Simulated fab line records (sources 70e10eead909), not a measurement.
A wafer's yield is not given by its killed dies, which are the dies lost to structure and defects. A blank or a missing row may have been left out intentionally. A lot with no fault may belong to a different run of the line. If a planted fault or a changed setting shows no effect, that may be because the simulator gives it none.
Matching of chambers | flow nandHarc | rieDiel-09 running NHARC_A_BLC_STRIP_29: 4 sister chambers
The step strips in CF4. 30 wafers are shown with their chamber, then 12 later ones without.

== WAFERS, EACH WITH ITS CHAMBER ==
wafer  | chamber | drypumpMotorCurrentA (A) | showerheadPlenumPTorr (Torr) | oesProductAu (a.u.)
L074.2 | 2       | 6.1                      | 1.76                         | 1.003
L074.3 | 1       | 6.6                      | 1.66                         | 1.008
L074.6 | 2       | 6.1                      | 1.76                         | 1.009
L076.2 | 0       | 5.0                      | 1.75                         | 0.999
L076.4 | 3       | 5.2                      | 1.88                         | 0.994
L076.6 | 1       | 6.6                      | 1.66                         | 1.003
L079.3 | 0       | 5.0                      | 1.75                         | 1.004
L079.5 | 3       | 5.3                      | 1.88                         | 1.004
L079.6 | 0       | 5.0                      | 1.75                         | 1.012
L081.2 | 2       | 6.1                      | 1.76                         | 1.002
L081.3 | 1       | 6.6                      | 1.66                         | 1.008
L081.5 | 1       | 6.6                      | 1.66                         | 1.007
L084.4 | 2       | 6.1                      | 1.76                         | 1.001
L084.5 | 0       | 5.0                      | 1.75                         | 1.006
L084.6 | 3       | 5.2                      | 1.88                         | 0.997
L086.2 | 0       | 5.0                      | 1.75                         | 0.996
L086.5 | 1       | 6.6                      | 1.66                         | 1.006
L086.6 | 0       | 5.0                      | 1.75                         | 0.997
L085.2 | 1       | 6.6                      | 1.66                         | 1.009
L085.5 | 1       | 6.6                      | 1.66                         | 1.008
L085.6 | 0       | 5.0                      | 1.75                         | 1.005
L087.2 | 3       | 5.2                      | 1.88                         | 0.996
L087.5 | 0       | 5.0                      | 1.75                         | 0.995
L087.6 | 1       | 6.6                      | 1.65                         | 1.007
L088.1 | 3       | 5.3                      | 1.88                         | 0.990
L088.4 | 2       | 6.1                      | 1.75                         | 1.005
L088.6 | 1       | 6.6                      | 1.65                         | 1.008
L090.3 | 0       | 5.0                      | 1.75                         | 0.998
L090.4 | 1       | 6.6                      | 1.65                         | 1.002
L090.6 | 3       | 5.2                      | 1.88                         | 0.999

SIGNATURES (means of the wafers above)
reading               | chamber 0 | chamber 1 | chamber 2 | chamber 3 | scatter within a chamber
drypumpMotorCurrentA  | 5.000     | 6.600     | 6.100     | 5.233     | 0.0226
showerheadPlenumPTorr | 1.7500    | 1.6570    | 1.7580    | 1.8800    | 0.00334
oesProductAu          | 1.00133   | 1.00660   | 1.00400   | 0.99667   | 0.00421
Rule: a wafer's distance from a chamber is the root of the sum, over the readings, of the square of ((its reading less the chamber's mean) divided by the reading's scatter). If the next closest chamber is less than 2 further off than the closest, the wafer can't be placed; otherwise it belongs to the closest. The scatter: the root of (the sum of the squares of (reading less its chamber's mean) over the shown wafers, divided by (wafers less chambers)).

== WAFERS WHOSE CHAMBER IS MISSING ==
wafer  | drypumpMotorCurrentA (A) | showerheadPlenumPTorr (Torr) | oesProductAu (a.u.)
L093.1 | 6.6                      | 1.65                         | 1.002
L093.2 | 6.1                      | 1.75                         | 0.987
L093.6 | 5.0                      | 1.75                         | 0.996
L092.2 | 6.5                      | 1.65                         | 0.993
L092.3 | 5.0                      | 1.75                         | 0.995
L092.5 | 6.6                      | 1.65                         | 1.007
L092.1 | 5.2                      | 1.88                         | 1.001
L092.4 | 6.0                      | 1.75                         | 0.997
L092.6 | 6.0                      | 1.75                         | 0.993
L096.2 | 6.1                      | 1.75                         | 0.988
L096.3 | 6.6                      | 1.65                         | 0.993
L096.4 | 5.0                      | 1.75                         | 0.998

== WHICH CHAMBER EACH WENT THROUGH ==
wafer  | from the rows above | in truth
L093.1 | 1                   | 1
L093.2 | 2                   | 2
L093.6 | 0                   | 0
L092.2 | 1                   | 1
L092.3 | 0                   | 0
L092.5 | 1                   | 1
L092.1 | 3                   | 3
L092.4 | 2                   | 2
L092.6 | 2                   | 2
L096.2 | 2                   | 2
L096.3 | 1                   | 1
L096.4 | 0                   | 0
Correct placement for 12 of the 12. Number that these rows cannot place: 0. 0 placed wrongly.
